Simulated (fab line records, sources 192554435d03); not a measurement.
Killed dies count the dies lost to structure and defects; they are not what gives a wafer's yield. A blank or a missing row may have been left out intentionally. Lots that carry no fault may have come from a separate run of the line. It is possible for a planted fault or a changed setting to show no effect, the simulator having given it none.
The tool behind it: which one?	flow n5 finfet	10 lots, 30 wafers sampled, at 5 steps of a route of 1938

== WHAT THE GAUGES SHOWED, per wafer ==
N5_BEOL_M4_RC_MEAS_101.
lot	measured	on	CJ_P
L927	day 9 11:40	prober-01	5.93 5.90 5.74
L930	day 10 16:14	prober-01	5.90 5.92 5.88
L933	day 11 07:54	prober-02	5.76 5.80 5.66
L937	day 12 05:11	prober-02	1.78 1.81 1.83
L939	day 12 16:58	prober-01	1.92 1.91 1.92
L941	day 12 22:19	prober-02	5.77 5.85 5.68
L942	day 13 12:11	prober-01	5.90 5.86 5.89
L944	day 13 19:11	prober-02	5.79 5.90 5.93

== WHAT TOOL EACH LOT RAN ON (gives the tool, then ch and the chambers of the sampled wafers, and finally the start) ==
lot	N5_WELL_APT_IMPLANT_15	N5_WELL_APT_EPI_41	N5_FIN_SAQP_PECVD_47	N5_FIN_SAQP_PECVD_06
L927	implanter-01 ch 0, day 3 02:14	epi rpcvd-03 ch 0, day 3 05:10	pecvd-04 ch 0,1,2, day 3 11:02	pecvd-04 ch 0,1,2, day 3 11:07
L930	implanter-02 ch 0, day 3 20:41	epi rpcvd-03 ch 0, day 3 23:08	pecvd-01 ch 0,1, day 4 04:35	pecvd-01 ch 0,1, day 4 04:41
L933	implanter-02 ch 0, day 4 14:34	epi rpcvd-03 ch 0, day 4 16:37	pecvd-01 ch 0,1, day 4 21:51	pecvd-01 ch 0,1, day 4 21:56
L935	implanter-02 ch 0, day 5 02:01	epi rpcvd-01 ch 0, day 5 04:13	pecvd-04 ch 0,1,2, day 5 10:01	pecvd-04 ch 0,1,2, day 5 10:05
L936	implanter-02 ch 0, day 5 08:05	epi rpcvd-04 ch 0, day 5 10:16	pecvd-01 ch 0,1,2, day 5 14:59	pecvd-01 ch 0,1,2, day 5 15:04
L937	implanter-02 ch 0, day 5 14:17	epi rpcvd-04 ch 0, day 5 16:26	pecvd-01 ch 0,1,2, day 5 22:11	pecvd-01 ch 0,1,2, day 5 22:16
L939	implanter-02 ch 0, day 6 02:15	epi rpcvd-01 ch 0, day 6 04:22	pecvd-02 ch 0,1, day 6 10:34	pecvd-02 ch 0,1, day 6 10:38
L941	implanter-01 ch 0, day 6 14:12	epi rpcvd-03 ch 0, day 6 17:24	pecvd-04 ch 1,2, day 6 23:14	pecvd-04 ch 1,2, day 6 23:22
L942	implanter-01 ch 0, day 6 20:25	epi rpcvd-03 ch 0, day 6 22:39	pecvd-01 ch 1,2, day 7 03:29	pecvd-01 ch 1,2, day 7 03:34
L944	implanter-01 ch 0, day 7 08:04	epi rpcvd-01 ch 0, day 7 09:56	pecvd-01 ch 0,2, day 7 15:34	pecvd-01 ch 0,2, day 7 15:41
- N5_WELL_APT_IMPLANT_15
- N5_WELL_APT_EPI_41: deposits Si from SiH4/H2, target thk 50 nm, time 297.7 s.
- N5_FIN_SAQP_PECVD_47: deposits a-Si from SiH4/He, target thk 45 nm, time 36.3 s.
- N5_FIN_SAQP_PECVD_06: deposits a-Si from SiH4/He, target thk 60 nm, time 48.1 s.

== THE ANSWER, worked out from the rows above alone ==
Rule: usual is defined by the lots themselves. The widest of any qualifying gaps counts: lots, ordered by their means at a reading, are off when they make up no more than a third of the lots, leave a main group of 4 or more, and stand apart from it by 3 or more times the standard deviation of that group's means. If all means in a main group match to the digits the tables above print for the reading, that group is not used. Also off: a lot with no number at a reading for which 4 or more lots have one. Any other lot the step has rows for is counted as sound.
Off: at N5_BEOL_M4_RC_MEAS_101 (CJ_P), L937, L939. Main group: mean 5.84, sd 0.061. Neither off nor sound, because the step has no rows for them: L935, L936.
If a tool, at a process step before that reading, ran all the lots that are off and no sound lot after the first of them, it fits. Those tools and the gauges at N5_BEOL_M4_RC_MEAS_101 are tried in the same way. One fits: N5_WELL_APT_IMPLANT_15 on implanter-02. Its last sound lot is L933 (day 4 14:34), its first lot that is off L937 (day 5 14:17): a fault that began between those two fits.

== WHAT THE SIMULATOR HAD PUT IN ==
Process parameters drifting: implanter-02 at N5_WELL_APT_IMPLANT_15, beginning at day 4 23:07. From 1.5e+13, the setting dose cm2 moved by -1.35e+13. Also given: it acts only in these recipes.
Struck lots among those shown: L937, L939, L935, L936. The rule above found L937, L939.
